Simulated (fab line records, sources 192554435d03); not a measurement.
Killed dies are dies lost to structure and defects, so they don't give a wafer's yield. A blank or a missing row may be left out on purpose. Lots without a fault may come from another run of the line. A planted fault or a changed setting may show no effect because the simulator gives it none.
One fault seen from 3 desks | flow n5_finfet | each desk has only its own numbers; what lay behind them comes last
Where a reading is given only as a bound, like >300, the bound stands for it, and a mean or a difference that rests on one is marked > or <: the true number lies beyond.

THE METROLOGY DESK
What the gauges read, lot by lot, whatever tool the lot ran on: means of the sampled wafers that have a number. A lot is out of limits, marked OUT, if its mean lies more than 4 standard deviations from the usual mean; the brackets give that distance. Of its 12 readings 7 are shown: those that lie furthest out on some lot.
Columns: A = DIBL_N at N5_BEOL_M4_RC_MEAS_101, usual 36.0 mV/V; B = DIBL_P at N5_BEOL_M4_RC_MEAS_101, usual 35.8 mV/V; C = IOFF_P at N5_BEOL_M4_RC_MEAS_101, usual 0.20 nA/um; D = ION_N at N5_BEOL_M4_RC_MEAS_101, usual 670 uA/um; E = ION_P at N5_BEOL_M4_RC_MEAS_101, usual 459 uA/um; F = SS_P at N5_BEOL_M4_RC_MEAS_101, usual 73.2 mV/dec; G = VT_P at N5_BEOL_M4_RC_MEAS_101, usual -252 mV
lot  | first seen here | A    | B    | C    | D   | E   | F    | G
L359 | day 3 22:10     | 36.0 | 36.2 | 0.22 | 673 | 464 | 73.7 | -246
L360 | day 4 07:51     | 35.6 | 34.2 | 0.18 | 660 | 455 | 72.7 | -254
L363 | day 4 23:12     | 36.8 | 36.4 | 0.19 | 670 | 460 | 73.5 | -252
L367 | day 6 02:52     | 35.3 | 34.4 | 0.16 | 655 | 446 | 72.5 | -256
L368 | day 6 05:46     | 34.6 | 35.4 | 0.19 | 666 | 459 | 73.2 | -251
L369 | day 6 10:16     | 35.7 | 36.0 | 0.17 | 669 | 457 | 72.8 | -257
L375 | day 8 01:13     | 35.8 | 35.9 | 0.19 | 680 | 460 | 73.1 | -253
L378 | day 8 20:19     | 34.8 | 33.2 | 0.17 | 669 | 458 | 72.9 | -254
L380 | day 9 03:33     | 36.6 | 37.4 | 0.19 | 664 | 450 | 73.6 | -252
L382 | day 9 20:53     | 33.1 | 32.2 | 0.14 | 648 | 446 | 72.2 | -257
This desk's finding: nothing out of limits on any of the 10 lots.

THE TOOL OWNER'S DESK: ald_hk-02
The tool's own readings at N5_HKMG_FIN_ALD_75 (deposits Al2O3, target thk 1 nm, co reactant pulse time 1 s): means of the sampled wafers that have a number, for each lot that ran on this tool. A lot is out of limits, marked OUT, if its mean lies more than 4 standard deviations from the usual mean; the brackets give that distance.
Columns: A = heater_power_w at N5_HKMG_FIN_ALD_75, usual 151 W; B = precursor_pulse_height_rel at N5_HKMG_FIN_ALD_75, usual 0.999
lot  | first seen here | A   | B
L359 | day 3 21:42     | 155 | 1.031
L360 | day 4 07:23     | 158 | 0.995
L367 | day 6 02:24     | 152 | 0.984
L368 | day 6 05:25     | 155 | 0.989
This desk's finding: nothing out of limits on any of the 4 lots.

THE DEFECT DESK
What the inspections along the route counted, lot by lot: means of the sampled wafers that have a number. A lot is out of limits, marked OUT, if its mean lies more than 4 standard deviations from the usual mean; the brackets give that distance.
Columns: A = raw_defect_count at N5_HKMG_FIN_INSPECT_61, usual 2.0
lot  | first seen here | A
L359 | day 3 22:13     | 4.0
L360 | day 4 07:54     | 2.0
L363 | day 4 23:16     | 2.0
L367 | day 6 02:55     | >102 (>+71) OUT
L368 | day 6 05:49     | >101 (>+70) OUT
L369 | day 6 10:19     | 2.7
L375 | day 8 01:16     | 1.0
L378 | day 8 20:22     | 2.3
L380 | day 9 03:36     | 1.7
L382 | day 9 20:56     | 1.0
This desk's finding: out of limits on L367, L368; first on L367, day 6 02:55 (raw_defect_count at N5_HKMG_FIN_INSPECT_61). In limits: L359, L360, L363, L369, L375, L378, L380, L382.

PUT TOGETHER
The defect desk could have raised an alarm at day 6 02:55, on L367, L368.
The metrology desk saw nothing out of limits.
The tool owner's desk saw nothing out of limits.
The metrology desk has L367, L368 on record, within its limits.
The tool owner's desk has L367, L368 on record, within its limits.
Of the lots named, all ran N5_HKMG_FIN_ALD_75 on ald_hk-02.

WHAT THE SIMULATOR HAD PUT IN
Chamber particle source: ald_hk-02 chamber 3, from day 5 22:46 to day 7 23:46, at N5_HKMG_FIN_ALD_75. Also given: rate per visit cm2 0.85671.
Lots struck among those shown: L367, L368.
Hours from the fault's start to each desk's first reading out of limits: the defect desk, 4.
